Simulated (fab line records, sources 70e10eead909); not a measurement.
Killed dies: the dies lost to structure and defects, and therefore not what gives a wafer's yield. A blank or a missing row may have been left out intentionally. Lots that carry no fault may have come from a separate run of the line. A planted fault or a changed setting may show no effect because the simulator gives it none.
One fault through the eyes of 2 desks + flow nandHarc + each desk holds nothing but its own numbers, with what lay behind them at the end

THE DEFECT DESK
Counts from the inspections along the route, per lot, as means over the sampled wafers that have a number. The brackets show how far a lot's mean lies from the usual mean; more than 4 standard deviations puts the lot out of limits, marked OUT.
Columns: A = rawDefectCount at NHARC_P_GATE_INSPECT_68, usual 204
| lot  | first seen here | A               |
|------|-----------------|-----------------|
| L778 | day 5 22:49     | 225             |
| L779 | day 6 02:16     | 155             |
| L780 | day 6 15:11     | 205             |
| L784 | day 8 02:53     | 190             |
| L785 | day 8 17:10     | 186             |
| L788 | day 9 20:19     | 110             |
| L787 | day 9 21:13     | 266             |
| L789 | day 10 13:17    | 186             |
| L790 | day 10 16:08    | 210             |
| L792 | day 11 22:22    | 1262 (+13) OUT  |
| L793 | day 11 23:15    | 1024 (+9.8) OUT |
This desk finds L792, L793 out of limits, L792 being first, at day 11 22:22 (rawDefectCount at NHARC_P_GATE_INSPECT_68). In limits: L778, L779, L780, L784, L785, L788, L787, L789, L790.

THE TOOL OWNER'S DESK: plasmaAsher-01
The tool's own readings at NHARC_P_GATE_STRIP_76 (strips in O2): means of the sampled wafers that have a number, for each lot that ran on this tool. The brackets show how far a lot's mean lies from the usual mean; more than 4 standard deviations puts the lot out of limits, marked OUT.
Columns: A = drypumpMotorCurrentA at NHARC_P_GATE_STRIP_76, usual 5.9 A; B = heaterPowerW at NHARC_P_GATE_STRIP_76, usual 346 W; C = tempC at NHARC_P_GATE_STRIP_76, usual 249.96 C
| lot  | first seen here | A   | B   | C      |
|------|-----------------|-----|-----|--------|
| L778 | day 5 18:28     | 5.8 | 351 | 250.07 |
| L785 | day 8 13:08     | 6.0 | 364 | 250.12 |
| L789 | day 10 09:19    | 5.6 | 318 | 250.00 |
| L790 | day 10 12:10    | 5.6 | 312 | 249.94 |
| L792 | day 11 18:25    | 6.0 | 369 | 249.77 |
| L793 | day 11 19:08    | 6.0 | 370 | 249.95 |
This desk found nothing out of limits on any of the 6 lots.

PUT TOGETHER
The defect desk could have raised an alarm at day 11 22:22, on L792, L793.
Nothing out of limits was seen by the tool owner's desk.
The tool owner's desk has L792, L793 on record, within its limits.
Every lot named ran NHARC_P_GATE_STRIP_76 on plasmaAsher-01.

WHAT HAD BEEN PUT IN BY THE SIMULATOR
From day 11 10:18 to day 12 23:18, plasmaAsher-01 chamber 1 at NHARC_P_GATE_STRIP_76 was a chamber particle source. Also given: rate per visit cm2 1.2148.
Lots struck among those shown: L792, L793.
Hours from the fault's start to each desk's first reading out of limits: the defect desk, 12.
